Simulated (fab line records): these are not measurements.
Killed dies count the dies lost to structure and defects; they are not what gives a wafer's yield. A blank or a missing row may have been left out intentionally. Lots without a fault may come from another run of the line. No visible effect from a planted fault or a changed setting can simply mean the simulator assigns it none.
Chamber matching	flow n5 finfet	N5_BEOL_M3_CO_CAP_55 on cvd co-01: 3 sister chambers
The step material Co, precursor CCTBA/H2, target thk 2 nm, time 102.1 s. 6 wafers are shown with their chamber, then 9 later ones without.

WAFERS PAIRED WITH THEIR CHAMBERS
wafer	chamber	heater power w (W)
L086.1	1	226
L086.3	2	228
L086.5	0	208
L091.3	2	226
L091.5	1	226
L091.6	0	211

WAFERS WITHOUT THEIR CHAMBER
wafer	heater power w (W)
L092.2	221
L092.3	209
L092.6	210
L094.1	210
L094.5	225
L094.6	209
L097.2	211
L097.3	228
L097.5	210

THE CHAMBER EACH PASSED THROUGH
wafer	from the rows above	in truth
L092.2	can't be placed: 1 or 2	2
L092.3	0	0
L092.6	0	0
L094.1	0	0
L094.5	can't be placed: 1 or 2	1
L094.6	0	0
L097.2	0	0
L097.3	can't be placed: 2 or 1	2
L097.5	0	0
Correct placement for 6 of the 9. Can't be placed from these rows: 3 (the true chamber is among the candidates in 3). 0 placed wrongly.
How it was worked out, from the rows above alone: a wafer's distance from a chamber is the root of the sum, over the readings, of the square of ((its reading less the chamber's mean) divided by the reading's scatter). If the next closest chamber is less than 2 further off than the closest, the wafer can't be placed; otherwise it belongs to the closest. Each chamber's mean is taken over the wafers shown for it. The scatter is the square root of a quotient: the sum, over the shown wafers, of each reading's squared deviation from its chamber's mean, divided by wafers minus chambers.
